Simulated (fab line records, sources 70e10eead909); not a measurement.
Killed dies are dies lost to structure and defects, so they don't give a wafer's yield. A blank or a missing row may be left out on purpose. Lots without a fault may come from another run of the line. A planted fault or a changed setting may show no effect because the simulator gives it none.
Which tool did it? | flow nand_harc | 13 lots, 39 wafers sampled, at 5 steps of a route of 1159

WHAT THE GAUGES READ, wafer by wafer
NHARC_P_GATE_CD_MEAS_91: target cd 2000 nm. Usual: cd_nm 1999.0 nm, standard deviation 3.
lot  | measured     | on        | cd_nm (nm)           | flag
L156 | day 5 15:24  | cd_sem-02 | 1997.0 1997.2 1995.5 |
L155 | day 5 16:14  | cd_sem-03 | 2002.5 2003.9 2003.3 |
L157 | day 6 03:26  | cd_sem-01 | 1999.1 2000.2 1997.3 |
L159 | day 6 11:06  | cd_sem-03 | 2002.3 2002.6 1999.6 |
L160 | day 6 22:32  | cd_sem-03 | 2001.3 1997.9 2003.0 |
L161 | day 7 03:10  | cd_sem-03 | 2001.7 1998.1 2003.2 |
L163 | day 7 14:00  | cd_sem-02 | 1994.3 1997.1 1999.6 |
L162 | day 7 14:17  | cd_sem-02 | 2002.6 1999.0 2002.8 |
L165 | day 8 17:44  | cd_sem-03 | 1999.7 1997.3 1998.1 |
L169 | day 9 10:05  | cd_sem-03 | 1998.3 1995.1 1995.8 |
L170 | day 9 13:02  | cd_sem-02 | 1998.8 2000.4 2003.7 |
L176 | day 10 20:31 | cd_sem-02 | 1999.9 2003.0 1999.2 |
L177 | day 10 22:41 | cd_sem-01 | 1997.9 1995.2 1996.2 |

NHARC_END_SORT_01. Usual: killed_at_array 29, standard deviation 11; killed_at_other 0.6, standard deviation 1; killed_at_periphery 3.1, standard deviation 2.1; killed_dies 33, standard deviation 11; killed_open 3.1, standard deviation 1.9; killed_short 1.9, standard deviation 1.5.
lot  | measured     | on        | killed_at_array | killed_at_other | killed_at_periphery | killed_dies | killed_open | killed_short | flag
L156 | day 19 15:55 | prober-01 | 28 28 26        | 2 1 0           | 3 4 2               | 33 33 28    | 3 4 1       | 1 2 3        |
L159 | day 20 17:01 | prober-02 | 22 19 25        | 0 0 0           | 4 3 6               | 26 22 31    | 3 3 3       | 1 1 2        |
L160 | day 20 16:18 | prober-01 | 30 27 26        | 0 0 1           | 1 2 2               | 31 29 29    | 1 3 0       | 3 2 1        |
L161 | day 21 15:00 | prober-02 | 22 28 24        | 0 0 0           | 2 4 3               | 24 32 27    | 3 5 7       | 1 1 2        |
L163 | day 21 15:00 | prober-01 | 11 18 6         | 1 1 0           | 2 2 3               | 14 21 9     | 2 1 2       | 2 3 1        |
L162 | day 21 21:58 | prober-01 | 30 32 34        | 0 1 0           | 8 3 4               | 38 36 38    | 1 2 3       | 0 3 2        |
L165 | day 22 13:10 | prober-02 | 33 29 35        | 0 0 0           | 0 3 2               | 33 32 37    | 5 4 4       | 5 3 0        |

WHICH TOOL RAN EACH LOT (tool, then ch and the chambers of the sampled wafers, then the start)
lot  | NHARC_P_GATE_RTA_64              | NHARC_P_CONTACT_EXPOSE_09          | NHARC_P_CONTACT_STRIP_28
L156 | rtp_anneal-01 ch 0, day 5 17:16  | arfi_scanner-03 ch 0, day 5 19:59  | rie_diel-08 ch 2,3, day 5 21:16
L155 | rtp_anneal-02 ch 0, day 5 18:16  | arfi_scanner-03 ch 0, day 5 20:52  | rie_diel-11 ch 0,2, day 5 22:13
L157 | rtp_anneal-02 ch 0, day 6 05:16  | arfi_scanner-01 ch 0, day 6 07:59  | rie_diel-11 ch 0,1,3, day 6 09:19
L159 | rtp_anneal-02 ch 0, day 6 13:02  | arfi_scanner-02 ch 0, day 6 15:48  | rie_diel-08 ch 0,2,3, day 6 17:06
L160 | rtp_anneal-01 ch 0, day 7 00:23  | arfi_scanner-01 ch 0, day 7 03:12  | rie_diel-11 ch 1,2, day 7 04:29
L161 | rtp_anneal-01 ch 0, day 7 05:01  | arfi_scanner-02 ch 0, day 7 07:44  | rie_diel-04 ch 1,2,3, day 7 09:02
L163 | rtp_anneal-02 ch 0, day 7 15:50  | arfi_scanner-03 ch 0, day 7 18:33  | rie_diel-11 ch 1,2, day 7 19:49
L162 | rtp_anneal-01 ch 0, day 7 16:07  | arfi_scanner-02 ch 0, day 7 19:01  | rie_diel-04 ch 0,2, day 7 20:26
L165 | rtp_anneal-02 ch 0, day 8 19:52  | arfi_scanner-02 ch 0, day 8 22:34  | rie_diel-04 ch 1,3, day 8 23:55
L169 | rtp_anneal-01 ch 0, day 9 11:55  | arfi_scanner-01 ch 0, day 9 15:00  | rie_diel-08 ch 2,3, day 9 16:17
L170 | rtp_anneal-01 ch 0, day 9 14:50  | arfi_scanner-01 ch 0, day 9 17:39  | rie_diel-04 ch 1,2, day 9 18:56
L176 | rtp_anneal-01 ch 0, day 10 22:20 | arfi_scanner-01 ch 0, day 11 01:04 | rie_diel-11 ch 0,2, day 11 02:20
L177 | rtp_anneal-02 ch 0, day 11 00:32 | arfi_scanner-01 ch 0, day 11 03:12 | rie_diel-08 ch 0,1,2, day 11 04:30
- NHARC_P_GATE_RTA_64: time 1 s.
- NHARC_P_CONTACT_EXPOSE_09: exposes mask P CA, target cd 90 nm.
- NHARC_P_CONTACT_STRIP_28: strips in O2.

WHAT THE TOOLS THEMSELVES READ (means of the sampled wafers that have a number; where no wafer has one, the mark that the record gives instead)
NHARC_P_GATE_RTA_64. Usual: lamp_power_pct 32 %, standard deviation 5; lamp_zone_1_pct 32 %, standard deviation 5; lamp_zone_3_pct 32 %, standard deviation 5; lamp_zone_7_pct 32 %, standard deviation 5.1; wafer_temp_C_max 1054.4, standard deviation 1.1.
lot  | tool          | lamp_power_pct (%) | lamp_zone_1_pct (%) | lamp_zone_3_pct (%) | lamp_zone_7_pct (%) | wafer_temp_C_max | flag
L156 | rtp_anneal-01 | 37                 | 37                  | 37                  | 38                  | 1055.5           |
L155 | rtp_anneal-02 | 27                 | 27                  | 27                  | 28                  | 1053.9           |
L157 | rtp_anneal-02 | 27                 | 27                  | 27                  | 28                  | 1054.4           |
L159 | rtp_anneal-02 | 27                 | 27                  | 27                  | 28                  | 1054.4           |
L160 | rtp_anneal-01 | 37                 | 37                  | 37                  | 38                  | 1056.2           |
L161 | rtp_anneal-01 | 37                 | 37                  | 37                  | 38                  | 1054.7           |
L163 | rtp_anneal-02 | 27                 | 27                  | 27                  | 28                  | 1054.0           |
L162 | rtp_anneal-01 | 37                 | 37                  | 37                  | 38                  | 1054.3           |
L165 | rtp_anneal-02 | 27                 | 27                  | 27                  | 28                  | 1055.7           |
L169 | rtp_anneal-01 | 37                 | 37                  | 37                  | 38                  | 1054.2           |
L170 | rtp_anneal-01 | 37                 | 37                  | 37                  | 38                  | 1054.8           |
L176 | rtp_anneal-01 | 37                 | 37                  | 37                  | 38                  | 1054.2           |
L177 | rtp_anneal-02 | 27                 | 27                  | 27                  | 28                  | 1054.1           |

NHARC_P_CONTACT_STRIP_28. Usual: drypump_motor_current_A 5.81 A, standard deviation 0.27; oes_product_au 0.996 a.u., standard deviation 0.011; rf_vpp_V 57.6 V, standard deviation 0.95; showerhead_plenum_p_Torr 3.47 Torr, standard deviation 0.12; throttle_valve_pct 17.036 %, standard deviation 0.0086.
lot  | tool        | drypump_motor_current_A (A) | oes_product_au (a.u.) | rf_vpp_V (V) | showerhead_plenum_p_Torr (Torr) | throttle_valve_pct (%) | flag
L156 | rie_diel-08 | 5.90                        | 0.991                 | 58.0         | 3.38                            | 17.041                 |
L155 | rie_diel-11 | 6.29                        | 0.995                 | 58.7         | 3.43                            | 17.030                 |
L157 | rie_diel-11 | 5.93                        | 1.003                 | 57.9         | 3.51                            | 17.037                 |
L159 | rie_diel-08 | 5.88                        | 1.001                 | 57.6         | 3.45                            | 17.037                 |
L160 | rie_diel-11 | 6.19                        | 0.986                 | 57.0         | 3.51                            | 17.028                 |
L161 | rie_diel-04 | 5.71                        | 0.996                 | 57.8         | 3.46                            | 17.030                 |
L163 | rie_diel-11 | 6.18                        | 0.989                 | 58.2         | 3.51                            | 17.034                 |
L162 | rie_diel-04 | 5.58                        | 1.001                 | 57.9         | 3.66                            | 17.037                 |
L165 | rie_diel-04 | 5.81                        | 0.989                 | 57.3         | 3.36                            | 17.035                 |
L169 | rie_diel-08 | 5.89                        | 0.997                 | 57.7         | 3.38                            | 17.033                 |
L170 | rie_diel-04 | 5.60                        | 0.996                 | 58.3         | 3.56                            | 17.037                 |
L176 | rie_diel-11 | 6.17                        | 1.006                 | 57.9         | 3.39                            | 17.032                 |
L177 | rie_diel-08 | 5.80                        | 0.991                 | 57.7         | 3.47                            | 17.034                 |

THE ANSWER, worked out from the rows above alone
Rule: a lot is off if the mean of its wafers that have a number lies more than 3 standard deviations from the usual mean. A lot without any number at a reading at which 4 lots or more have one is off too. The other lots that the step has rows for count as sound. The gauges are gone through in route order, then the tools' own readings, and for those a lot's mean is taken as printed above. The first step at which some lot is off is used, and at that step the reading that is off furthest; a lot without a number counts as furthest.
No lot is off at any reading shown: from this, nothing can be told.

WHAT THE SIMULATOR HAD PUT IN
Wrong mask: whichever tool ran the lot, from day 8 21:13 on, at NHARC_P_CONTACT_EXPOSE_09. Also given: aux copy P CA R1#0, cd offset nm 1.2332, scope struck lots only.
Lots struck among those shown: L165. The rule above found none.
